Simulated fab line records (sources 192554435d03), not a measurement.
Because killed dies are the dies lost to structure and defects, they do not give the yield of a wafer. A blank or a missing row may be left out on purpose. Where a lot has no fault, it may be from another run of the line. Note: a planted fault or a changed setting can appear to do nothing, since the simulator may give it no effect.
2 desks, one fault | flow n5-finfet | what lay behind the numbers comes last; until then each desk has only its own

FOR THE TOOL OWNER'S DESK: epi-rpcvd-03
The tool's own readings at N5_SD_EPI_N_EPI_21 (deposits Si:P, time 690 s): means of the sampled wafers that have a number, for each lot that ran on this tool. Marked OUT: a lot whose mean sits more than 4 standard deviations from the usual mean, which makes it out of limits; the brackets give that distance.
Columns: A = chamber-pressure-Torr at N5_SD_EPI_N_EPI_21, usual 254.9 Torr
lot  | first seen here | A
L611 | day 3 22:53     | 254.9
L612 | day 4 03:55     | 255.5
L613 | day 4 08:43     | 254.9
L614 | day 4 13:50     | 254.4
L631 | day 9 01:37     | 255.4
This desk found nothing out of limits on any of the 5 lots.

METROLOGY DESK
Means of the sampled wafers that have a number, per lot and without regard to the tool the lot ran on: this is what the gauges read. Marked OUT: a lot whose mean sits more than 4 standard deviations from the usual mean, which makes it out of limits; the brackets give that distance. It has 15 readings, of which 7 appear: the earliest out of limits, and the ones furthest out on some lot.
Columns: A = thk-nm at N5_SD_EPI_N_EPI_MEAS_23, usual 59.3 nm; B = RS_SD_N at N5_SD_ACTIVATION_RS_MEAS_03, usual 21.81 ohm/sq; C = RS_SD_P at N5_SD_ACTIVATION_RS_MEAS_03, usual 56.2 ohm/sq; D = IOFF_N at N5_BEOL_M4_RC_MEAS_101, usual 0.15 nA/um; E = IOFF_P at N5_BEOL_M4_RC_MEAS_101, usual 0.20 nA/um; F = ION_N at N5_BEOL_M4_RC_MEAS_101, usual 668 uA/um; G = RS_SD_N at N5_BEOL_M4_RC_MEAS_101, usual 28.3 ohm/sq
lot  | first seen here | A               | B                | C    | D    | E    | F   | G
L611 | day 4 00:19     | 60.4            | 21.93            | 56.0 | 0.14 | 0.17 | 666 | 28.4
L612 | day 4 05:22     | 59.0            | 21.95            | 57.5 | 0.12 | 0.17 | 664 | 28.5
L613 | day 4 10:26     | 66.1 (+5.7) OUT | 19.58 (-7.4) OUT | 56.4 | 0.15 | 0.21 | 673 | 25.4 (-8.1) OUT
L614 | day 4 15:33     | 67.2 (+6.6) OUT | 19.50 (-7.7) OUT | 58.3 | 0.16 | 0.20 | 665 | 25.3 (-8.2) OUT
L627 | day 8 00:05     | 61.3            | 21.91            | 56.4 | 0.16 | 0.22 | 678 | 28.0
L628 | day 8 08:17     | 59.1            | 21.87            | 56.0 | 0.14 | 0.18 | 661 | 28.2
L629 | day 8 09:40     | 58.4            | 22.13            | 55.6 | 0.16 | 0.22 | 664 | 28.7
L630 | day 8 19:12     | 59.3            | 21.78            | 55.2 | 0.13 | 0.18 | 664 | 28.3
L631 | day 9 03:54     | 58.0            | 22.10            | 57.2 | 0.23 | 0.28 | 696 | 28.4
Finding of this desk: L613, L614 out of limits; the first was L613 at day 4 10:26, on thk-nm at N5_SD_EPI_N_EPI_MEAS_23. Within limits: L611, L612, L627, L628, L629, L630, L631.

PUT TOGETHER
On L613, L614, the metrology desk was in a position to raise an alarm at day 4 10:26.
Nothing out of limits was seen by the tool owner's desk.
The tool owner's desk has L613, L614 on record, within its limits.
The lots listed all ran N5_SD_EPI_N_EPI_21 on epi-rpcvd-03.

WHAT THE SIMULATOR PUT IN
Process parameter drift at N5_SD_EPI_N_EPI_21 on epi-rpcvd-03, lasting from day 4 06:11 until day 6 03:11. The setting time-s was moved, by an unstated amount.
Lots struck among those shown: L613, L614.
Time in hours between the start of the fault and the first out-of-limits reading at each desk: metrology desk, 4.
